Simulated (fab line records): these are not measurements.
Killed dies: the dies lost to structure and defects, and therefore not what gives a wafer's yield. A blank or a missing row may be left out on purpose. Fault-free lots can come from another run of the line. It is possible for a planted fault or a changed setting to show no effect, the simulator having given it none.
Matching of chambers / flow n5Finfet / N5_MOL_CONTACT_COAG_CMP_23 on cmp-02: 4 sister chambers
The step polishes, stops on SiO2, t overpolish 1.5 s, target thk 0 nm. 22 wafers are shown with their chamber, then 11 later ones without.

WAFERS WITH THEIR CHAMBER
wafer=L074.2; chamber=3; motorCurrentA (A)=8.3; timeToEndpointS (s)=9.0; edgeZonePressureFrac=0.995
wafer=L074.4; chamber=0; motorCurrentA (A)=6.0; timeToEndpointS (s)=12.9; edgeZonePressureFrac=0.995
wafer=L074.5; chamber=2; motorCurrentA (A)=6.5; timeToEndpointS (s)=9.3; edgeZonePressureFrac=1.016
wafer=L077.2; chamber=2; motorCurrentA (A)=6.4; timeToEndpointS (s)=10.5; edgeZonePressureFrac=1.003
wafer=L077.3; chamber=1; motorCurrentA (A)=6.3; timeToEndpointS (s)=7.3; edgeZonePressureFrac=1.001
wafer=L077.6; chamber=2; motorCurrentA (A)=6.7; timeToEndpointS (s)=11.8; edgeZonePressureFrac=1.004
wafer=L080.1; chamber=1; motorCurrentA (A)=6.5; timeToEndpointS (s)=12.5; edgeZonePressureFrac=1.002
wafer=L080.5; chamber=1; motorCurrentA (A)=6.0; timeToEndpointS (s)=10.9; edgeZonePressureFrac=0.999
wafer=L080.6; chamber=2; motorCurrentA (A)=6.5; timeToEndpointS (s)=12.7; edgeZonePressureFrac=0.995
wafer=L081.2; chamber=0; motorCurrentA (A)=6.3; timeToEndpointS (s)=8.6; edgeZonePressureFrac=1.004
wafer=L081.3; chamber=1; motorCurrentA (A)=6.8; timeToEndpointS (s)=4.7; edgeZonePressureFrac=0.999
wafer=L081.5; chamber=0; motorCurrentA (A)=6.3; timeToEndpointS (s)=8.2; edgeZonePressureFrac=1.004
wafer=L082.1; chamber=0; motorCurrentA (A)=6.3; timeToEndpointS (s)=9.1; edgeZonePressureFrac=1.001
wafer=L082.5; chamber=1; motorCurrentA (A)=6.2; timeToEndpointS (s)=8.2; edgeZonePressureFrac=0.998
wafer=L082.6; chamber=2; motorCurrentA (A)=6.2; timeToEndpointS (s)=10.3; edgeZonePressureFrac=0.996
wafer=L083.1; chamber=1; motorCurrentA (A)=6.0; timeToEndpointS (s)=5.2; edgeZonePressureFrac=1.001
wafer=L083.3; chamber=2; motorCurrentA (A)=6.7; timeToEndpointS (s)=9.3; edgeZonePressureFrac=1.000
wafer=L083.4; chamber=0; motorCurrentA (A)=6.2; timeToEndpointS (s)=9.3; edgeZonePressureFrac=0.990
wafer=L087.2; chamber=3; motorCurrentA (A)=8.1; timeToEndpointS (s)=4.1; edgeZonePressureFrac=1.002
wafer=L087.4; chamber=0; motorCurrentA (A)=6.3; timeToEndpointS (s)=8.9; edgeZonePressureFrac=0.998
wafer=L087.6; chamber=3; motorCurrentA (A)=8.1; timeToEndpointS (s)=3.4; edgeZonePressureFrac=1.002
wafer=L090.2; chamber=3; motorCurrentA (A)=9.0; timeToEndpointS (s)=6.5; edgeZonePressureFrac=1.006

SIGNATURES (averages over the wafers above)
reading=motorCurrentA; chamber 0=6.233; chamber 1=6.300; chamber 2=6.500; chamber 3=8.375; scatter within a chamber=0.267
reading=timeToEndpointS; chamber 0=9.500; chamber 1=8.133; chamber 2=10.650; chamber 3=5.750; scatter within a chamber=2.25
reading=edgeZonePressureFrac; chamber 0=0.99867; chamber 1=1.00000; chamber 2=1.00233; chamber 3=1.00125; scatter within a chamber=0.00535
Rule: for each reading, subtract the chamber's mean from the wafer's reading, divide by that reading's scatter and square the result; add these up over the readings and take the root, which gives the wafer's distance from the chamber. If the next closest chamber is less than 2 further off than the closest, the wafer can't be placed; otherwise it belongs to the closest. The scatter: the root of (the sum of the squares of (reading less its chamber's mean) over the shown wafers, divided by (wafers less chambers)).

WAFERS WHOSE CHAMBER IS MISSING
wafer=L090.5; motorCurrentA (A)=6.2; timeToEndpointS (s)=7.7; edgeZonePressureFrac=1.005
wafer=L090.6; motorCurrentA (A)=6.5; timeToEndpointS (s)=8.5; edgeZonePressureFrac=1.007
wafer=L091.2; motorCurrentA (A)=6.4; timeToEndpointS (s)=9.1; edgeZonePressureFrac=1.004
wafer=L091.4; motorCurrentA (A)=8.4; timeToEndpointS (s)=7.9; edgeZonePressureFrac=1.011
wafer=L091.5; motorCurrentA (A)=6.6; timeToEndpointS (s)=13.3; edgeZonePressureFrac=1.003
wafer=L095.4; motorCurrentA (A)=8.8; timeToEndpointS (s)=7.7; edgeZonePressureFrac=0.996
wafer=L095.5; motorCurrentA (A)=6.5; timeToEndpointS (s)=9.5; edgeZonePressureFrac=0.999
wafer=L095.6; motorCurrentA (A)=8.5; timeToEndpointS (s)=7.4; edgeZonePressureFrac=0.991
wafer=L096.1; motorCurrentA (A)=6.6; timeToEndpointS (s)=4.6; edgeZonePressureFrac=0.996
wafer=L096.2; motorCurrentA (A)=6.5; timeToEndpointS (s)=5.2; edgeZonePressureFrac=1.005
wafer=L096.6; motorCurrentA (A)=8.1; timeToEndpointS (s)=5.1; edgeZonePressureFrac=0.997

THE CHAMBER EACH PASSED THROUGH
wafer=L090.5; from the rows above=can't be placed: 1 or 0 or 2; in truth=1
wafer=L090.6; from the rows above=can't be placed: 2 or 1 or 0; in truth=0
wafer=L091.2; from the rows above=can't be placed: 2 or 1 or 0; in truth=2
wafer=L091.4; from the rows above=3; in truth=3
wafer=L091.5; from the rows above=can't be placed: 2 or 0 or 1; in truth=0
wafer=L095.4; from the rows above=3; in truth=3
wafer=L095.5; from the rows above=can't be placed: 2 or 1 or 0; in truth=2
wafer=L095.6; from the rows above=3; in truth=3
wafer=L096.1; from the rows above=can't be placed: 1 or 0 or 2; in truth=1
wafer=L096.2; from the rows above=can't be placed: 1 or 0 or 2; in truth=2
wafer=L096.6; from the rows above=3; in truth=3
4 of 11 placed correctly. These rows do not allow placing 7 (true chamber among the candidates in 7). Number placed wrongly: 0.
